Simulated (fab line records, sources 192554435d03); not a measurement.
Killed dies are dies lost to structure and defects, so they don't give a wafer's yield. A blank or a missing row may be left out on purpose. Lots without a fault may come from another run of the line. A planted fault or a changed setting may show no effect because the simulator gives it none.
Chamber matching | flow n5_finfet | N5_HKMG_FIN_ETCH_67 on rie_diel-01: 4 sister chambers
The step etches SOC in N2/H2, stops on TiN, target depth 388.9 nm. 8 wafers are shown with their chamber, then 8 later ones without.

WAFERS WITH THEIR CHAMBER
wafer  | chamber | throttle_valve_pct (%) | showerhead_plenum_p_Torr (Torr)
L080.1 | 0       | 18.07                  | 2.63
L081.5 | 3       | 18.05                  | 2.52
L086.2 | 0       | 18.08                  | 2.62
L086.5 | 2       | 18.07                  | 2.51
L088.2 | 3       | 18.07                  | 2.52
L088.3 | 1       | 17.33                  | 2.57
L088.5 | 1       | 17.35                  | 2.57
L089.1 | 2       | 18.05                  | 2.51

WAFERS WITHOUT THEIR CHAMBER
wafer  | throttle_valve_pct (%) | showerhead_plenum_p_Torr (Torr)
L089.2 | 18.07                  | 2.51
L089.4 | 18.06                  | 2.51
L093.2 | 17.58                  | 2.62
L093.5 | 18.10                  | 2.51
L093.6 | 17.60                  | 2.62
L097.1 | 17.59                  | 2.61
L097.2 | 17.35                  | 2.56
L097.6 | 18.11                  | 2.51

WHICH CHAMBER EACH WENT THROUGH
wafer  | from the rows above     | in truth
L089.2 | 2                       | 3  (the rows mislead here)
L089.4 | 2                       | 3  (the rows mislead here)
L093.2 | 1                       | 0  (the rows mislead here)
L093.5 | can't be placed: 2 or 3 | 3
L093.6 | 1                       | 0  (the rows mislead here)
L097.1 | 1                       | 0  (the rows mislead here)
L097.2 | 1                       | 1
L097.6 | can't be placed: 2 or 3 | 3
Placed correctly: 1 of 8. Can't be placed from these rows: 2 (the true chamber is among the candidates in 2). Placed wrongly: 5.
How it was worked out, from the rows above alone: a wafer's distance from a chamber is the root of the sum, over the readings, of the square of ((its reading less the chamber's mean) divided by the reading's scatter). The wafer belongs to the nearest chamber; if the next one is less than 2 further off, it can't be placed. A chamber's mean is the mean of its shown wafers. The scatter: the root of (the sum of the squares of (reading less its chamber's mean) over the shown wafers, divided by (wafers less chambers)).
